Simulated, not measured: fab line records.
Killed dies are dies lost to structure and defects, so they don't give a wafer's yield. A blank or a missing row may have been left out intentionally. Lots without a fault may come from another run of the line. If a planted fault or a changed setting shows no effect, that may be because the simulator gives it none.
2 desks looking at one fault -- flow nandHarc -- what lay behind the numbers comes last; until then each desk has only its own

THE DEFECT DESK
Per lot, the means of the sampled wafers with a number show what the inspections along the route counted. If a lot's mean is further than 4 standard deviations from the usual mean, the lot is out of limits and carries the mark OUT (the distance appears in the brackets).
Columns: A = rawDefectCount at NHARC_A_SLIT_INSPECT_11, usual 21
lot,first seen here,A
L532,day 14 07:40,8
L534,day 14 15:22,19
L533,day 14 16:17,11
L535,day 15 02:32,9
L540,day 16 15:04,33
L541,day 16 16:43,16
L543,day 17 05:23,15
L544,day 17 13:50,15
L547,day 17 22:20,34
L548,day 18 07:53,32
L552,day 18 21:46,34
L553,day 20 02:44,16
L555,day 20 02:53,18
This desk's finding: nothing out of limits on any of the 13 lots.

AT THE TOOL OWNER'S DESK: aldHk-01
The tool's own readings at NHARC_A_WL_FILL_ALD_00 (deposits Al2O3, target thk 3 nm, pulse time 3 s, ald cycles 30): means of the sampled wafers that have a number, for each lot that ran on this tool. If a lot's mean is further than 4 standard deviations from the usual mean, the lot is out of limits and carries the mark OUT (the distance appears in the brackets).
Columns: A = heaterPowerOuterW at NHARC_A_WL_FILL_ALD_00, usual 255 W; B = heaterPowerW at NHARC_A_WL_FILL_ALD_00, usual 456 W; C = precursorPulseHeightRel at NHARC_A_WL_FILL_ALD_00, usual 0.999
lot,first seen here,A,B,C
L534,day 15 02:41,229,413,0.992
L533,day 15 06:19,220,403,0.991
L540,day 17 00:12,242,435,0.994
L544,day 18 00:36,271,480,0.991
L553,day 20 14:35,261,455,0.994
This desk's finding: nothing out of limits on any of the 5 lots.

TAKEN TOGETHER
Nothing out of limits was seen by the defect desk.
The desk of the tool owner found nothing out of limits.

WHAT THE SIMULATOR HAD INSERTED
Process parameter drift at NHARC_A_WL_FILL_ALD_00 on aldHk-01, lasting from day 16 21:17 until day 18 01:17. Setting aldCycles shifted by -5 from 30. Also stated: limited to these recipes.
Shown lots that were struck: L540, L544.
